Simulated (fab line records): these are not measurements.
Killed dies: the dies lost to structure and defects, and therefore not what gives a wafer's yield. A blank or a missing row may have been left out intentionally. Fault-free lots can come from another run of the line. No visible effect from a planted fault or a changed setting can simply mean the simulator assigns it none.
Split-lot trial / flow n5-finfet / on a route of 1938 steps: 7 lots, 39 wafers read

== ABOUT THE SPLIT ==
At N5_PASSIVATION_ETCH_15 (etches SiCN in CF4/N2, target depth 75 nm, time 81.2 s), the setting target-depth-a was moved away from the recipe's 750 angstrom on 18 of the 39 wafers read, by -32.2% to +44.8%. The other wafers ran this setting at the recipe's value.

The reading is taken at the split's own step.

== THE READING ==
etch.depth-nm (the simulator's own value, which no gauge read), in nm, at N5_PASSIVATION_ETCH_15 (etches SiCN in CF4/N2, target depth 75 nm, time 81.2 s). The file does not state a usual value for it. Here, 21 wafers ran the recipe; their average is 63.90 nm with a standard deviation of 1.2 nm.

wafer=L075.1; tool, chamber at the split=rie-diel-05, 2; target-depth-a as run, angstrom=750; against the recipe=recipe; etch.depth-nm, nm=63.2; against lot-mates on the recipe=-
wafer=L075.2; tool, chamber at the split=rie-diel-05, 1; target-depth-a as run, angstrom=527.5; against the recipe=-29.7%; etch.depth-nm, nm=43.98; against lot-mates on the recipe=-20.38
wafer=L075.3; tool, chamber at the split=rie-diel-05, 3; target-depth-a as run, angstrom=750; against the recipe=recipe; etch.depth-nm, nm=65.19; against lot-mates on the recipe=-
wafer=L075.4; tool, chamber at the split=rie-diel-05, 0; target-depth-a as run, angstrom=527.5; against the recipe=-29.7%; etch.depth-nm, nm=45.75; against lot-mates on the recipe=-18.61
wafer=L075.5; tool, chamber at the split=rie-diel-05, 2; target-depth-a as run, angstrom=527.5; against the recipe=-29.7%; etch.depth-nm, nm=44.49; against lot-mates on the recipe=-19.87
wafer=L075.6; tool, chamber at the split=rie-diel-05, 3; target-depth-a as run, angstrom=750; against the recipe=recipe; etch.depth-nm, nm=64.68; against lot-mates on the recipe=-
wafer=L077.1; tool, chamber at the split=rie-diel-02, 1; target-depth-a as run, angstrom=569.8; against the recipe=-24.0%; etch.depth-nm, nm=49.27; against lot-mates on the recipe=-14.59
wafer=L077.2; tool, chamber at the split=rie-diel-02, 3; target-depth-a as run, angstrom=750; against the recipe=recipe; etch.depth-nm, nm=62.57; against lot-mates on the recipe=-
wafer=L077.3; tool, chamber at the split=rie-diel-02, 2; target-depth-a as run, angstrom=750; against the recipe=recipe; etch.depth-nm, nm=64.7; against lot-mates on the recipe=-
wafer=L077.4; tool, chamber at the split=rie-diel-02, 0; target-depth-a as run, angstrom=569.8; against the recipe=-24.0%; etch.depth-nm, nm=50.49; against lot-mates on the recipe=-13.37
wafer=L077.5; tool, chamber at the split=rie-diel-02, 2; target-depth-a as run, angstrom=569.8; against the recipe=-24.0%; etch.depth-nm, nm=49.12; against lot-mates on the recipe=-14.74
wafer=L077.6; tool, chamber at the split=rie-diel-02, 1; target-depth-a as run, angstrom=750; against the recipe=recipe; etch.depth-nm, nm=64.31; against lot-mates on the recipe=-
wafer=L081.1; tool, chamber at the split=rie-diel-05, 1; target-depth-a as run, angstrom=931; against the recipe=+24.1%; etch.depth-nm, nm=77.31; against lot-mates on the recipe=+13.40
wafer=L081.2; tool, chamber at the split=rie-diel-05, 0; target-depth-a as run, angstrom=750; against the recipe=recipe; etch.depth-nm, nm=64.51; against lot-mates on the recipe=-
wafer=L081.3; tool, chamber at the split=rie-diel-05, 2; target-depth-a as run, angstrom=931; against the recipe=+24.1%; etch.depth-nm, nm=78.03; against lot-mates on the recipe=+14.12
wafer=L081.4; tool, chamber at the split=rie-diel-05, 2; target-depth-a as run, angstrom=931; against the recipe=+24.1%; etch.depth-nm, nm=78.67; against lot-mates on the recipe=+14.76
wafer=L081.5; tool, chamber at the split=rie-diel-05, 1; target-depth-a as run, angstrom=750; against the recipe=recipe; etch.depth-nm, nm=62.15; against lot-mates on the recipe=-
wafer=L081.6; tool, chamber at the split=rie-diel-05, 0; target-depth-a as run, angstrom=750; against the recipe=recipe; etch.depth-nm, nm=65.07; against lot-mates on the recipe=-
wafer=L082.1; tool, chamber at the split=rie-diel-05, 1; target-depth-a as run, angstrom=750; against the recipe=recipe; etch.depth-nm, nm=61.55; against lot-mates on the recipe=-
wafer=L082.3; tool, chamber at the split=rie-diel-05, 0; target-depth-a as run, angstrom=750; against the recipe=recipe; etch.depth-nm, nm=64.42; against lot-mates on the recipe=-
wafer=L082.5; tool, chamber at the split=rie-diel-05, 1; target-depth-a as run, angstrom=750; against the recipe=recipe; etch.depth-nm, nm=61.58; against lot-mates on the recipe=-
wafer=L091.1; tool, chamber at the split=rie-diel-01, 2; target-depth-a as run, angstrom=750; against the recipe=recipe; etch.depth-nm, nm=63.13; against lot-mates on the recipe=-
wafer=L091.2; tool, chamber at the split=rie-diel-01, 1; target-depth-a as run, angstrom=750; against the recipe=recipe; etch.depth-nm, nm=63.33; against lot-mates on the recipe=-
wafer=L091.3; tool, chamber at the split=rie-diel-01, 0; target-depth-a as run, angstrom=750; against the recipe=recipe; etch.depth-nm, nm=63.67; against lot-mates on the recipe=-
wafer=L091.4; tool, chamber at the split=rie-diel-01, 2; target-depth-a as run, angstrom=508.4; against the recipe=-32.2%; etch.depth-nm, nm=42.09; against lot-mates on the recipe=-21.29
wafer=L091.5; tool, chamber at the split=rie-diel-01, 1; target-depth-a as run, angstrom=508.4; against the recipe=-32.2%; etch.depth-nm, nm=42.81; against lot-mates on the recipe=-20.57
wafer=L091.6; tool, chamber at the split=rie-diel-01, 0; target-depth-a as run, angstrom=508.4; against the recipe=-32.2%; etch.depth-nm, nm=43.3; against lot-mates on the recipe=-20.08
wafer=L095.1; tool, chamber at the split=rie-diel-01, 1; target-depth-a as run, angstrom=750; against the recipe=recipe; etch.depth-nm, nm=63.49; against lot-mates on the recipe=-
wafer=L095.2; tool, chamber at the split=rie-diel-01, 0; target-depth-a as run, angstrom=1086; against the recipe=+44.8%; etch.depth-nm, nm=93.63; against lot-mates on the recipe=+29.71
wafer=L095.3; tool, chamber at the split=rie-diel-01, 3; target-depth-a as run, angstrom=1086; against the recipe=+44.8%; etch.depth-nm, nm=94.76; against lot-mates on the recipe=+30.84
wafer=L095.4; tool, chamber at the split=rie-diel-01, 0; target-depth-a as run, angstrom=750; against the recipe=recipe; etch.depth-nm, nm=64.5; against lot-mates on the recipe=-
wafer=L095.5; tool, chamber at the split=rie-diel-01, 1; target-depth-a as run, angstrom=750; against the recipe=recipe; etch.depth-nm, nm=63.76; against lot-mates on the recipe=-
wafer=L095.6; tool, chamber at the split=rie-diel-01, 3; target-depth-a as run, angstrom=1086; against the recipe=+44.8%; etch.depth-nm, nm=94.9; against lot-mates on the recipe=+30.98
wafer=L094.1; tool, chamber at the split=rie-diel-02, 2; target-depth-a as run, angstrom=750; against the recipe=recipe; etch.depth-nm, nm=64.96; against lot-mates on the recipe=-
wafer=L094.2; tool, chamber at the split=rie-diel-02, 0; target-depth-a as run, angstrom=570.1; against the recipe=-24.0%; etch.depth-nm, nm=50.22; against lot-mates on the recipe=-15.12
wafer=L094.3; tool, chamber at the split=rie-diel-02, 3; target-depth-a as run, angstrom=750; against the recipe=recipe; etch.depth-nm, nm=64.27; against lot-mates on the recipe=-
wafer=L094.4; tool, chamber at the split=rie-diel-02, 0; target-depth-a as run, angstrom=750; against the recipe=recipe; etch.depth-nm, nm=66.8; against lot-mates on the recipe=-
wafer=L094.5; tool, chamber at the split=rie-diel-02, 2; target-depth-a as run, angstrom=570.1; against the recipe=-24.0%; etch.depth-nm, nm=49.09; against lot-mates on the recipe=-16.25
wafer=L094.6; tool, chamber at the split=rie-diel-02, 3; target-depth-a as run, angstrom=570.1; against the recipe=-24.0%; etch.depth-nm, nm=48.93; against lot-mates on the recipe=-16.41

FIT RESULTS
A straight line over all 39 wafers: etch.depth-nm changes by +0.646 nm for each +1% of target-depth-a; r = +1.00; the points scatter about the line by 1.3 nm.
The same after taking each lot's own level away (the mean of its wafers on the recipe; 39 wafers): +0.65 nm for each +1%; r = +1.00; scatter 1.1 nm.
That fit puts the effect of the largest move of target-depth-a on the reading at 29 nm.
Measured against the standard deviation above, the lots' own levels, which go from 62.517 to 65.343 nm, span 2.3 times it.
Consequently the slope shifts little with the lot-to-lot level, the two slopes agreeing.
Check: +29.1 nm against its lot-mates is what the line predicts for one of the wafers moved furthest among these (+44.8%) when that wafer is left out of the fit. Against them it came out at +29.7 nm.

== FILE'S OWN FIT ==
etch.depth-nm changes by +0.65 nm for each +1% of target-depth-a, r = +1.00.
